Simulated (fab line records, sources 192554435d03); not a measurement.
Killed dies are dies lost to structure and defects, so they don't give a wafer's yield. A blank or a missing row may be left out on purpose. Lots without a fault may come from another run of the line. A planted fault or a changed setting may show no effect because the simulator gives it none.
A struck lot beside a sound one | flow n5_finfet | 35 steps out of a route of 1938
Sound: wafers L529.1, L529.3, L529.4. Struck: wafers L533.2, L533.3, L533.6. The cause comes at the end.
At each step with rows: each side's tool, then ch and its chambers, then its first start. Under that, the readings that differ: sound wafers | struck wafers | difference of the means | sigmas: that difference in standard deviations of wafers without a fault.
alike: readings whose means differ by less than 2 such deviations, and words and numbers that are the same on both sides. not compared: withheld readings, readings that some wafer has no value for, bounds like >300 that may hide the same value, and numbers for which the record gives no deviation and whose values overlap.
The two part at a step that has a row with sigmas, a row that says differs or no value, or rows on one side only. Numbers that don't overlap but have no deviation are shown without sigmas and don't part them. A reading that every wafer of one side lacks parts them only if that side has two wafers or more.

N5_BEOL_M1_ETCH_41: etches SiCN in CH3F/O2, target depth 31.9 nm, time 57.8 s.
  sound on rie_diel-01 ch 0,1,3; struck on rie_diel-03 ch 0,1
  alike: drypump_motor_current_A, oes_product_au, rf_vpp_V, showerhead_plenum_p_Torr, throttle_valve_pct
  not compared: rf_hours_counter_h
then, 1 step without rows for these wafers: N5_BEOL_M1_STRIP_97 (strips in N2/H2, time 10 s).
N5_BEOL_M1_OCD_MEAS_38:
  sound on ocd-02, day 6 22:11; struck on ocd-01, day 7 20:32
  alike: trench_depth_nm
then, 4 steps without rows for these wafers: N5_BEOL_M1_HM_STRIP_39 (strips TiN in peroxide tin strip, target depth 25 nm, time 158 s); N5_BEOL_M1_SRD_40 (time 30 s); N5_BEOL_M1_PRECLEAN_42 (cleans in residue remover, time 60 s); N5_BEOL_M1_SRD_43 (time 30 s).
N5_BEOL_M1_CD_MEAS_35: target cd 18 nm, target cd y 21 nm.
  sound on cd_sem-01, day 6 22:20; struck on cd_sem-01, day 7 20:41
  alike: cd_nm
then, 4 steps without rows for these wafers: N5_BEOL_M1_DEGAS_44 (time 60 s); N5_BEOL_M1_PRE_CLEAN_45 (time 30 s); N5_BEOL_M1_ALD_84 (deposits TaN, pulse time 2 s, purge time 3 s, co reactant purge time 2 s); N5_BEOL_M1_SURFACE_TREAT_85.
N5_BEOL_M1_CVD_47: deposits Co from CCTBA/H2, target thk 3 nm, time 223.8 s.
  sound on cvd_co-01 ch 1,2, day 6 23:19; struck on cvd_co-02 ch 0,1,2, day 7 21:17
  no value came back on the struck wafers for chamber_pressure_Torr (Torr), run_length_s (s); on the sound wafers chamber_pressure_Torr (Torr) reads 29.96 30.04 29.97
then, 1 step without rows for these wafers: N5_BEOL_M1_SPUTTER_48 (material Cu, target thk 4.5 nm, time 8.29 s).
N5_BEOL_M1_ANNEAL_49: time 240 s.
  sound on pvd_sputter-03, day 6 23:51; struck on pvd_sputter-03, day 7 21:32
  alike: heater_power_w
N5_BEOL_M1_SPUTTER_79: material Cu, target thk 4.5 nm, time 8.29 s.
  sound on pvd_sputter-03, day 6 23:59; struck on pvd_sputter-03, day 7 21:41
  alike: chuck_gas_flow_sccm, throttle_valve_pct
then, 4 steps without rows for these wafers: N5_BEOL_M1_ANNEAL_80 (time 240 s); N5_BEOL_M1_SPUTTER_81 (material Cu, target thk 4.5 nm, time 8.29 s); N5_BEOL_M1_ANNEAL_82 (time 240 s); N5_BEOL_M1_SPUTTER_86 (material Cu, target thk 4.5 nm, time 8.29 s).
N5_BEOL_M1_ANNEAL_87: time 240 s.
  sound on pvd_sputter-03, day 7 00:31; struck on pvd_sputter-03, day 7 22:12
  alike: heater_power_w
then, 2 steps without rows for these wafers: N5_BEOL_M1_SPUTTER_88 (material Cu, target thk 4.5 nm, time 8.29 s); N5_BEOL_M1_ANNEAL_89 (time 240 s).
N5_BEOL_M1_SPUTTER_90: material Cu, target thk 4.5 nm, time 8.29 s.
  sound on pvd_sputter-03, day 7 00:52; struck on pvd_sputter-03, day 7 22:34
  alike: chuck_gas_flow_sccm, throttle_valve_pct
then, 8 steps without rows for these wafers: N5_BEOL_M1_ANNEAL_91 (time 240 s); N5_BEOL_M1_SPUTTER_92 (material Cu, target thk 4.5 nm, time 8.29 s); N5_BEOL_M1_ANNEAL_93 (time 240 s); N5_BEOL_M1_SPUTTER_94 (material Cu, target thk 4.5 nm, time 8.29 s); N5_BEOL_M1_ANNEAL_95 (time 240 s); N5_BEOL_M1_SPUTTER_96 (material Cu, target thk 4.5 nm, time 8.29 s); N5_BEOL_M1_ECD_50 (material Cu, target thk 300 nm); N5_BEOL_M1_ANNEAL_51 (time 90 s).
N5_BEOL_M1_CMP_52: polishes, stops on SiOC, t overpolish 6.8 s, target thk 40 nm.
  sound on cmp-04 ch 0,1,2, day 7 02:02; struck on cmp-04 ch 0,2, day 7 23:57
  reading                                | sound          | struck         | difference | sigmas
  barrier_field_endpoint_s (s)           | 25.0 24.9 25.3 | 21.2 21.4 21.7 | -3.6       | -6
  model.Cu_of_BEOL_M1_ECD_50.thk_nm (nm) | 41.2 39.2 41.6 | 42.2 42.6 44.2 | +2.3       |
  alike: clearing_platen_down_force_psi, motor_current_A, slurry_filter_dp_kPa
N5_BEOL_M4_RC_MEAS_101:
  the record has rows for the sound wafers here (prober-01 ch 0, day 8 02:11) and none for the struck ones
-- the record jumps here: 6 days lie between the struck wafers' starts before and after (it left off in module BEOL_M4 and takes up again in module PASSIVATION, whose first step shown is number 1936 of the route) --
N5_PASSIVATION_PROBE_49:
  the record has rows for the struck wafers here (prober-02, day 14 02:35) and none for the sound ones

WHERE THEY PART
First at N5_BEOL_M1_CVD_47; last, within this record, at N5_PASSIVATION_PROBE_49.

WHY: what the simulator had put in
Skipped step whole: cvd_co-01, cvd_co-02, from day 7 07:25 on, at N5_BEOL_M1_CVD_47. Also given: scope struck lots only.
